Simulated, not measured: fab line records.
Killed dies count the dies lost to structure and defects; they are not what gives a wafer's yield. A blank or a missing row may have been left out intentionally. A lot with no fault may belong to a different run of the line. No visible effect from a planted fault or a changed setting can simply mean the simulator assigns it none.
fab line records	flow n5_finfet
record: lots: 7	wafers: 39
route steps=1938 shown BEOL_M0_SAQP@676 BEOL_M0_CUTY@711 BEOL_M0@715 BEOL_M3@969 BEOL_M7@1263 BEOL_M8@1398
start_h: hours from the record's first day to the start of the lot's first wafer shown	wait_h: hours since the lot's step before	" the same as in the row above	L1.1+2: one row covering several wafers at once	- no value, or no start was given	* or withheld: withheld	< > ~ a bound
route shown NAME@n: a module of which the file shows steps, and the number in the route of the first	usual: mean and standard deviation over wafers with no fault	same: alike in all rows	chamber/n: place in a boat	sites: the reading at each site	_std_site: how widely they spread, as a standard deviation	_edge_site: mean of outer sites minus mean of inner sites	radius_mm: how far each site lies from the wafer's centre	mask NAME#n: copy n	behind: the tool/chamber that last shaped the wafer	hold: why the lot was held/for how many hours/how that ended	device: which transistor (n, p or np) failed to switch	end of line: the same wafers' tests at the end of the route	a step without rows: its recipe alone	killed: at the first sort, the dies lost to defects and structure; wafer yield is something else	map: shows each die of a wafer: x if killed, . if not, _ if none is there
set.NAME: the setting that was run; set.NAME@STEP: the one run at that earlier step	model.NAME: the simulator's own value behind a step, which no gauge read
lots where settings were altered on purpose, with a table for each step and a row for each wafer
== steps ==
step: N5_BEOL_M0_SAQP_SPACER2_ALD_26
recipe: material: SiO2	target_thk_a: 150	temp_c: 300	ald_precursor_family: BDEAS	ald_co_reactant: O2-plasma	pulse_time_s: 1	purge_time_s: 2	co_reactant_purge_time_s: 2	pressure_torr: 2
lot.wafer	tool	chamber	start_h	wait_h	set.target_thk_a	model.SiO2_of_BEOL_M0_SAQP_SPACER2_ALD_26.thk_nm
L074.1	ald_sin-02	3	115.99	0.1	195.1	19.4
L074.2+4	"	2,0	"	"	195.1	19.6
L074.3+5+6	"	1,2,1	"	"	150	15
L078.1+3+6	ald_sin-02	3,1,2	135.89	0.5	96.59	9.6
L078.2+4+5	"	0,2,1	"	"	150	15
L080.1+2+3+4+5+6	ald_sin-04	3,2,0,1,2,1	147.58	0.1	150	15
L081.2+5+6	ald_sin-03	3,1,2	151.69	0.1	150	15
L084.1+2+3+5+6	ald_sin-02	3,1,2,1,2	172.01	1.7	150	15
L084.4	"	3	"	"	150	14.8
L088.1+3+6	ald_sin-03	1,0,0	195.91	0.1	150	15
L088.2+5	"	3,1	"	"	70.69	7
L088.4	"	2	"	"	70.69	7.2
L090.1+2+3+4+5	ald_sin-03	1,0,2,3,0	210.81	0.1	150	15
L090.6	"	1	"	"	150	14.8
step: N5_BEOL_M0_SAQP_SPACER2_ETCHBACK_27
recipe: chemistry: CHF3/O2	mode: anisotropic_etchback	target: SiO2	target_depth_a: 225	time_s: 11.25	pressure_mtorr: 30	source_w: 650	bias_w: 170	Ar_flow_sccm: 200	CHF3_flow_sccm: 50	O2_flow_sccm: 5	ion_energy_ev: 200
step: N5_BEOL_M0_SAQP_MANDREL2_REMOVE_110
recipe: chemistry: HBr/Cl2/O2	bt_time_s: 10	target: a-Si	stop_on: SiCN	endpoint: OES-SiCl	over_etch_frac: 1	icp_w: 600	bias_w: 30	HBr_flow_sccm: 150	Cl2_flow_sccm: 80	O2_flow_sccm: 5	pressure_mtorr: 10
lot.wafer	tool	chamber	start_h	wait_h	set.target_thk_a@BEOL_M0_SAQP_SPACER2_ALD_26	model.BEOL_M0_SAQP.cd_nm	model.SiO2_of_BEOL_M0_SAQP_SPACER2_ALD_26.thk_nm
L074.1	rie_si-05	1	116.63	0.1	195.1	19.4	15
L074.2+4	"	3,2	"	"	195.1	19.6	15.2
L074.3+5	"	0,1	"	"	150	15	10.6
L074.6	"	0	"	"	150	15.2	10.6
L078.1+3+6	rie_si-02	1,0,3	136.53	0.1	96.59	9.6	5.2
L078.2+5	"	3,0	"	"	150	15	10.6
L078.4	"	2	"	"	150	14.8	10.6
L080.1+2+3+4+6	rie_si-02	1,2,3,0,0	148.22	0.1	150	15	10.6
L080.5	"	1	"	"	150	14.8	10.6
L081.2+5+6	rie_si-01	0,2,3	152.49	0.1	150	15	10.6
L084.1+5+6	rie_si-02	0,0,3	172.65	0.1	150	14.8	10.6
L084.2+3	"	2,3	"	"	150	15	10.6
L084.4	"	1	"	"	150	15	10.4
L088.1	rie_si-02	0	196.55	0.1	150	14.8	10.6
L088.2+5	"	2,3	"	"	70.69	7	3.2
L088.3+6	"	1,0	"	"	150	15	10.6
L088.4	"	3	"	"	70.69	7.2	3.2
L090.1+3+6	rie_si-01	3,0,3	211.45	0.1	150	14.8	10.4
L090.2+4	"	1	"	"	150	14.8	10.6
L090.5	"	0	"	"	150	15	10.4
step: N5_BEOL_M0_SAQP_CD_MEAS_29
recipe: target_cd_nm: 14.4	landing_energy_ev: 1000	detector: se_inlens
usual: cd_nm: 14.97/0.23
lot.wafer	tool	chamber	start_h	wait_h	set.target_thk_a@BEOL_M0_SAQP_SPACER2_ALD_26	cd_nm
L074.1	cd_sem-02	0	116.74	0.1	195.1	19.00
L074.2	"	0	"	"	195.1	19.50
L074.3	"	0	"	"	150	15.00
L074.4	"	0	"	"	195.1	19.64
L074.5	"	0	"	"	150	14.89
L074.6	"	0	"	"	150	14.95
L078.1	cd_sem-03	0	136.64	0.1	96.59	9.40
L078.2	"	0	"	"	150	15.17
L078.3	"	0	"	"	96.59	9.49
L078.4	"	0	"	"	150	15.24
L078.5	"	0	"	"	150	15.19
L078.6	"	0	"	"	96.59	9.70
L080.1	cd_sem-01	0	148.33	0.1	150	15.17
L080.2	"	0	"	"	150	15.38
L080.3	"	0	"	"	150	15.04
L080.4	"	0	"	"	150	14.98
L080.5	"	0	"	"	150	15.15
L080.6	"	0	"	"	150	15.33
L081.2	cd_sem-02	0	152.61	0.1	150	14.99
L081.5	"	0	"	"	150	14.90
L081.6	"	0	"	"	150	15.05
L084.1	cd_sem-03	0	172.76	0.1	150	15.05
L084.2	"	0	"	"	150	15.08
L084.3	"	0	"	"	150	14.59
L084.4	"	0	"	"	150	14.97
L084.5	"	0	"	"	150	14.75
L084.6	"	0	"	"	150	14.80
L088.1	cd_sem-01	0	196.66	0.1	150	15.06
L088.2	"	0	"	"	70.69	6.66
L088.3	"	0	"	"	150	15.00
L088.4	"	0	"	"	70.69	7.26
L088.5	"	0	"	"	70.69	7.27
L088.6	"	0	"	"	150	14.80
L090.1	cd_sem-02	0	211.56	0.1	150	14.65
L090.2	"	0	"	"	150	15.03
L090.3	"	0	"	"	150	15.24
L090.4	"	0	"	"	150	14.83
L090.5	"	0	"	"	150	14.93
L090.6	"	0	"	"	150	14.62
step: N5_BEOL_M0_SAQP_COAT_69
recipe: resist: SOC	temp_c: 250	time_s: 60	spin_rpm: 1500	resist_thk_nm: 90
step: N5_BEOL_M0_SAQP_COAT_72
recipe: resist: SiARC	temp_c: 220	time_s: 60	spin_rpm: 1500	resist_thk_nm: 15
step: N5_BEOL_M0_CUTY_DESCUM_61
recipe: chemistry: O2	time_s: 7.9	source_power_w: 50	bias_power_w: 20	pressure_mtorr: 20	rf_frequency_hz: 2.712e+07	temp_c: 40	resist: CAR-ArF-block	o2_flow_sccm: 225
step: N5_BEOL_M0_CUTY_ETCH_62
recipe: chemistry: CF4	target: SiARC	mask_material: CAR-ArF-block	time_s: 58.5	ion_energy_ev: 80	pressure_mtorr: 40	source_w: 545	bias_w: 36	Ar_flow_sccm: 100	cf4_flow_sccm: 100	ends: cleared
step: N5_BEOL_M0_CUTY_ETCH_63
recipe: chemistry: N2/H2	target: SOC	target_depth_a: 827	overetch_a: 165	mask_material: SiARC	temp_c: 40	ion_energy_ev: 200	time_s: 124	pressure_mtorr: 30	source_w: 840	bias_w: 150	n2_flow_sccm: 200	h2_flow_sccm: 200
lot.wafer	tool	chamber	start_h	wait_h	set.target_thk_a@BEOL_M0_SAQP_SPACER2_ALD_26	model.SiO2_of_BEOL_M0_SAQP_SPACER2_ALD_26.thk_nm
L074.1+4	rie_diel-05	2,1	118.73	0.0	195.1	11.6
L074.2	"	0	"	"	195.1	11.8
L074.3	"	3	"	"	150	7
L074.5+6	"	0,1	"	"	150	7.2
L078.1+3+6	rie_diel-01	2,1,1	138.77	0.0	96.59	2.4
L078.2+4+5	"	3,0,0	"	"	150	7.2
L080.1+6	rie_diel-02	3,1	150.25	0.0	150	7.2
L080.2+3+4+5	"	1,2,0,0	"	"	150	7
L081.2+5+6	rie_diel-01	2,3,2	155.02	0.0	150	7.2
L084.1+2+4+5+6	rie_diel-02	2,1,1,2,3	174.97	0.0	150	7
L084.3	"	3	"	"	150	7.2
L088.1+3	rie_diel-02	0,2	199.51	0.0	150	7
L088.2+5	"	1,0	"	"	70.69	1.4
L088.4	"	2	"	"	70.69	1.6
L088.6	"	1	"	"	150	7.2
L090.1+2+3+4+5+6	rie_diel-01	0,2,3,1,0,1	213.58	0.0	150	7
step: N5_BEOL_M0_CUTY_STRIP_64
recipe: chemistry: N2/H2	temp_c: 40	n2_flow_sccm: 200	h2_flow_sccm: 200	rf_frequency_hz: 6e+07
step: N5_BEOL_M0_ETCH_138
recipe: chemistry: CH3F/O2	target_depth_a: 120	target: SiCN	time_s: 31.6	ion_energy_ev: 120	pressure_mtorr: 30	source_w: 395	bias_w: 75	Ar_flow_sccm: 150	CH3F_flow_sccm: 30	O2_flow_sccm: 20	ends: cleared
lot.wafer	tool	chamber	start_h	wait_h	set.target_thk_a@BEOL_M0_SAQP_SPACER2_ALD_26	model.SiO2_of_BEOL_M0_SAQP_SPACER2_ALD_26.thk_nm
L074.1+4	rie_diel-05	2,1	118.85	0.0	195.1	9.6
L074.2	"	0	"	"	195.1	9.8
L074.3+5+6	"	3,0,1	"	"	150	5.2
L078.1+3+6	rie_diel-01	2,1,1	138.89	0.0	96.59	1.2
L078.2+4+5	"	3,0,0	"	"	150	5.2
L080.1+2+3+4+5+6	rie_diel-02	3,1,2,0,0,1	150.37	0.0	150	5
L081.2+5+6	rie_diel-01	2,3,2	155.15	0.0	150	5.2
L084.1+2+3	rie_diel-02	2,1,3	175.09	0.0	150	5.2
L084.4+5+6	"	1,2,3	"	"	150	5
L088.1+3+6	rie_diel-02	0,2,1	199.63	0.0	150	5
L088.2+4+5	"	1,2,0	"	"	70.69	0.8
L090.1+2+3+4+5	rie_diel-01	0,2,3,1,0	213.70	0.0	150	5
L090.6	"	1	"	"	150	4.8
step: N5_BEOL_M0_HM_OPEN_105
recipe: chemistry: Cl2/BCl3	target_depth_a: 120	target: TiN	ion_energy_ev: 150	pressure_mtorr: 10	icp_w: 1000	bias_w: 126	Cl2_flow_sccm: 53.25	bcl3_flow_sccm: 21.75	Ar_flow_sccm: 25
lot.wafer	tool	chamber	start_h	wait_h	set.target_thk_a@BEOL_M0_SAQP_SPACER2_ALD_26	model.SiO2_of_BEOL_M0_SAQP_SPACER2_ALD_26.thk_nm
L074.1+4	rie_metal-03	1,0	119.02	0.1	195.1	7.2
L074.2	"	0	"	"	195.1	7.4
L074.3+6	"	1	"	"	150	2.6
L074.5	"	0	"	"	150	2.8
L078.1+3+6	rie_metal-03	0,1,0	141.73	2.8	96.59	0.6
L078.2+4+5	"	1,0,1	"	"	150	2.8
L080.1	rie_metal-02	0	150.66	0.2	150	2.8
L080.2+3+4+5+6	"	1,1,0,1,0	"	"	150	2.6
L081.2+5+6	rie_metal-01	0,1,0	155.25	0.1	150	2.8
L084.1+2+3	rie_metal-02	1,0,0	178.45	3.3	150	2.8
L084.4+5+6	"	1,1,0	"	"	150	2.6
L088.1+3+6	rie_metal-01	0,0,1	202.18	2.5	150	2.6
L088.2+4+5	"	1,1,0	"	"	70.69	0.4
L090.1+2+3+4+5	rie_metal-02	1,0,0,1,0	214.02	0.3	150	2.6
L090.6	"	1	"	"	150	2.4
step: N5_BEOL_M3_DESCUM_33
recipe: chemistry: O2	time_s: 7	source_power_w: 50	bias_power_w: 20	pressure_mtorr: 20	rf_frequency_hz: 2.712e+07	temp_c: 40	resist: CAR-EUV	o2_flow_sccm: 225
lot.wafer	tool	chamber	start_h	wait_h	set.time_s	model.CAR-EUV_of_BEOL_M3_COAT_22.thk_nm
L074.1	rie_diel-06	3	157.13	0.0	7	25.8
L074.2+3+4+5+6	"	1,0,2,0,3	"	"	7	26
L078.1+5	rie_diel-06	3	168.57	0.1	10.38	24.4
L078.2+4+6	"	1,2,2	"	"	7	26.2
L078.3	"	0	"	"	10.38	24.6
L080.1+2+4+5+6	rie_diel-06	2,3,1,2,3	186.61	0.0	7	26
L080.3	"	0	"	"	7	26.2
L081.2+5+6	rie_diel-03	3,3,0	202.29	0.0	7	26
L084.1+4+5+6	rie_diel-04	1,3,3,2	210.02	0.0	7	26
L084.2+3	"	0,2	"	"	7	25.8
L088.1+4+6	rie_diel-06	2,0,3	242.81	0.0	7	26
L088.2+3+5	"	3,1,2	"	"	5.391	26.8
L090.1+2+3+4+5+6	rie_diel-06	0,1,2,3,2,1	249.06	0.0	7	26
step: N5_BEOL_M7_ILD_DEP_00
recipe: material: SiCOH_lowk	target_thk_a: 1797.5	temp_c: 300	precursor: DEMS/porogen	pressure_torr: 5	rf_w: 500	time_s: 33.4
lot.wafer	tool	chamber	start_h	wait_h	set.time_s	model.SiCOH_lowk_of_BEOL_M7_ILD_DEP_00.thk_nm
L074.1	pecvd-03	2	203.64	0.0	33.4	179.8
L074.2	"	0	"	"	33.4	177.6
L074.3	"	2	"	"	49.27	264.4
L074.4	"	0	"	"	49.27	264.6
L074.5	"	2	"	"	33.4	180.8
L074.6	"	0	"	"	49.27	265.4
L078.1	pecvd-03	0	222.03	0.0	16	93
L078.2	"	1	"	"	33.4	179.4
L078.3	"	2	"	"	33.4	179.2
L078.4	"	2	"	"	16	92.8
L078.5	"	1	"	"	16	94.6
L078.6	"	0	"	"	33.4	183.2
L080.1	pecvd-03	1	237.76	0.0	33.4	179
L080.2	"	0	"	"	48.04	254.8
L080.3	"	2	"	"	48.04	259.4
L080.4	"	1	"	"	48.04	260.6
L080.5	"	0	"	"	33.4	180.6
L080.6	"	2	"	"	33.4	185.2
L081.2	pecvd-03	0	248.33	0.0	33.4	182
L081.5	"	0	"	"	33.4	181.8
L081.6	"	2	"	"	33.4	184.6
L084.1	pecvd-04	0	261.50	0.0	19.94	107.4
L084.2	"	2	"	"	33.4	177.8
L084.3	"	1	"	"	33.4	178.6
L084.4	"	0	"	"	33.4	180.8
L084.5	"	1	"	"	19.94	110
L084.6	"	2	"	"	19.94	110.4
L088.1	pecvd-04	1	289.48	0.0	33.4	176.8
L088.2	"	0	"	"	33.4	178
L088.3	"	2	"	"	33.4	179
L088.4+6	"	1,0	"	"	21.66	118.4
L088.5	"	2	"	"	21.66	117.8
L090.1	pecvd-04	0	293.80	0.0	33.4	179.4
L090.2	"	1	"	"	33.4	176.2
L090.3	"	2	"	"	33.4	177.4
L090.4	"	2	"	"	33.4	179.8
L090.5	"	0	"	"	33.4	182.2
L090.6	"	1	"	"	33.4	179
step: N5_BEOL_M7_CURE_74
recipe: temp_c: 385	time_s: 240	ambient: He/Ar	material: SiCOH_lowk
lot.wafer	tool	chamber	start_h	wait_h	set.time_s@BEOL_M7_ILD_DEP_00	model.SiCOH_lowk_of_BEOL_M7_ILD_DEP_00.thk_nm
L074.1	uv_cure-01	2	203.74	0.1	33.4	155
L074.2	"	2	"	"	33.4	153.2
L074.3+4	"	2	"	"	49.27	229.2
L074.5	"	2	"	"	33.4	156
L074.6	"	2	"	"	49.27	230
L078.1	uv_cure-01	0	222.10	0.0	16	79.8
L078.2+3	"	0	"	"	33.4	154.6
L078.4	"	0	"	"	16	79.6
L078.5	"	0	"	"	16	81.2
L078.6	"	0	"	"	33.4	158
L080.1	uv_cure-02	2	237.82	0.0	33.4	154.4
L080.2	"	2	"	"	48.04	220.8
L080.3	"	2	"	"	48.04	224.6
L080.4	"	2	"	"	48.04	225.8
L080.5	"	2	"	"	33.4	155.8
L080.6	"	2	"	"	33.4	159.8
L081.2	uv_cure-03	2	248.56	0.2	33.4	157
L081.5	"	2	"	"	33.4	156.8
L081.6	"	2	"	"	33.4	159.2
L084.1	uv_cure-03	1	261.57	0.0	19.94	92.2
L084.2	"	1	"	"	33.4	153.2
L084.3	"	1	"	"	33.4	154
L084.4	"	1	"	"	33.4	155.8
L084.5	"	1	"	"	19.94	94.6
L084.6	"	1	"	"	19.94	94.8
L088.1	uv_cure-03	1	289.54	0.0	33.4	152.4
L088.2	"	1	"	"	33.4	153.4
L088.3	"	1	"	"	33.4	154.4
L088.4+6	"	1	"	"	21.66	101.8
L088.5	"	1	"	"	21.66	101.2
L090.1	uv_cure-03	1	293.87	0.0	33.4	154.8
L090.2	"	1	"	"	33.4	152
L090.3	"	1	"	"	33.4	153
L090.4	"	1	"	"	33.4	155
L090.5	"	1	"	"	33.4	157.2
L090.6	"	1	"	"	33.4	154.4
step: N5_BEOL_M7_THK_MEAS_01
recipe: reads: SiCOH_lowk_of_BEOL_M7_ILD_DEP_00
usual: M7_ILD_THK: 155.1/2.1
lot.wafer	tool	chamber	start_h	wait_h	set.time_s@BEOL_M7_ILD_DEP_00	M7_ILD_THK[nm]
L074.1	film_metro-01	-	204.73	0.8	33.4	155.1
L074.2	"	-	"	"	33.4	153.1
L074.3	"	-	"	"	49.27	229.3
L074.4	"	-	"	"	49.27	229.5
L074.5	"	-	"	"	33.4	156.0
L074.6	"	-	"	"	49.27	230.0
L078.1	film_metro-01	-	222.61	0.4	16	79.8
L078.2	"	-	"	"	33.4	154.7
L078.3	"	-	"	"	33.4	154.6
L078.4	"	-	"	"	16	79.7
L078.5	"	-	"	"	16	81.2
L078.6	"	-	"	"	33.4	158.0
L080.1	film_metro-02	-	238.33	0.4	33.4	154.4
L080.2	"	-	"	"	48.04	220.6
L080.3	"	-	"	"	48.04	224.6
L080.4	"	-	"	"	48.04	225.7
L080.5	"	-	"	"	33.4	155.7
L080.6	"	-	"	"	33.4	159.6
L081.2	film_metro-01	-	249.39	0.7	33.4	156.8
L081.5	"	-	"	"	33.4	156.8
L081.6	"	-	"	"	33.4	159.2
L084.1	film_metro-01	-	262.08	0.4	19.94	92.2
L084.2	"	-	"	"	33.4	153.1
L084.3	"	-	"	"	33.4	153.8
L084.4	"	-	"	"	33.4	155.8
L084.5	"	-	"	"	19.94	94.5
L084.6	"	-	"	"	19.94	94.9
L088.1	film_metro-01	-	290.53	0.8	33.4	152.5
L088.2	"	-	"	"	33.4	153.4
L088.3	"	-	"	"	33.4	154.5
L088.4	"	-	"	"	21.66	101.7
L088.5	"	-	"	"	21.66	101.2
L088.6	"	-	"	"	21.66	101.8
L090.1	film_metro-02	-	294.38	0.4	33.4	154.8
L090.2	"	-	"	"	33.4	152.1
L090.3	"	-	"	"	33.4	152.9
L090.4	"	-	"	"	33.4	155.0
L090.5	"	-	"	"	33.4	157.1
L090.6	"	-	"	"	33.4	154.4
step: N5_BEOL_M8_DEP_56
recipe: material: SiCN	target_thk_a: 100	temp_c: withheld	precursor: 3MS/NH3	pressure_torr: 3	rf_w: 202	time_s: 17.5
lot.wafer	tool	chamber	start_h	wait_h	set.time_s	model.SiCN_of_BEOL_M8_DEP_56.thk_nm
L074.1+3	pecvd-02	1,0	222.15	0.0	25.7	14.6
L074.2+4+6	"	2,1,0	"	"	17.5	10.2
L074.5	"	2	"	"	25.7	14.8
L078.1+6	pecvd-02	0	237.90	0.0	10.6	6.2
L078.2+3+5	"	2,1,2	"	"	17.5	10
L078.4	"	1	"	"	10.6	6.4
L080.1	pecvd-02	0	256.79	0.0	12.04	6.8
L080.2+4	"	2,0	"	"	12.04	7
L080.3	"	1	"	"	17.5	10
L080.5+6	"	1,2	"	"	17.5	10.2
L081.2+5	pecvd-01	2,1	266.75	0.0	17.5	10
L081.6	"	2	"	"	17.5	10.2
L084.1+2+3	pecvd-03	2,0,1	277.23	0.0	17.5	10
L084.4+5+6	"	2,1,0	"	"	17.5	10.2
L088.1+2+4	pecvd-02	2,0,0	303.06	0.0	17.5	10
L088.3	"	1	"	"	21.13	11.8
L088.5+6	"	1,2	"	"	21.13	12
L090.1+2+3	pecvd-02	1,0,2	307.33	0.0	14.21	8
L090.4+5+6	"	1,2,0	"	"	17.5	10
== key ==
split: step: N5_BEOL_M0_SAQP_SPACER2_ALD_26	setting: target_thk_a	stated: 150	by: wafer
response: step: N5_BEOL_M0_SAQP_SPACER2_ALD_26	reading: model.SiO2_of_BEOL_M0_SAQP_SPACER2_ALD_26.thk_nm	change: +0.151	per: 1%	r: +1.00
response: step: N5_BEOL_M0_SAQP_MANDREL2_REMOVE_110	reading: model.BEOL_M0_SAQP.cd_nm	change: +0.149	per: 1%	r: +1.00
response: step: N5_BEOL_M0_SAQP_MANDREL2_REMOVE_110	reading: model.SiO2_of_BEOL_M0_SAQP_SPACER2_ALD_26.thk_nm	change: +0.145	per: 1%	r: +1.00
response: step: N5_BEOL_M0_SAQP_CD_MEAS_29	reading: cd_nm	change: +0.151	per: 1%	r: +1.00
response: step: N5_BEOL_M0_CUTY_ETCH_63	reading: model.SiO2_of_BEOL_M0_SAQP_SPACER2_ALD_26.thk_nm	change: +0.121	per: 1%	r: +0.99
response: step: N5_BEOL_M0_ETCH_138	reading: model.SiO2_of_BEOL_M0_SAQP_SPACER2_ALD_26.thk_nm	change: +0.1	per: 1%	r: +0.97
response: step: N5_BEOL_M0_HM_OPEN_105	reading: model.SiO2_of_BEOL_M0_SAQP_SPACER2_ALD_26.thk_nm	shape: bent	at_lowest: 0.4	at_stated: 2.667	at_highest: 7.267
split: step: N5_BEOL_M3_DESCUM_33	setting: time_s	stated: 7	by: wafer
response: step: N5_BEOL_M3_DESCUM_33	reading: model.CAR-EUV_of_BEOL_M3_COAT_22.thk_nm	change: -0.0357	per: 1%	r: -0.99
split: step: N5_BEOL_M7_ILD_DEP_00	setting: time_s	stated: 33.4	by: wafer
response: step: N5_BEOL_M7_ILD_DEP_00	reading: model.SiCOH_lowk_of_BEOL_M7_ILD_DEP_00.thk_nm	change: +1.73	per: 1%	r: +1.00
response: step: N5_BEOL_M7_CURE_74	reading: model.SiCOH_lowk_of_BEOL_M7_ILD_DEP_00.thk_nm	change: +1.51	per: 1%	r: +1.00
response: step: N5_BEOL_M7_THK_MEAS_01	reading: M7_ILD_THK	change: +1.51	per: 1%	r: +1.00
split: step: N5_BEOL_M8_DEP_56	setting: time_s	stated: 17.5	by: wafer
response: step: N5_BEOL_M8_DEP_56	reading: model.SiCN_of_BEOL_M8_DEP_56.thk_nm	change: +0.097	per: 1%	r: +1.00
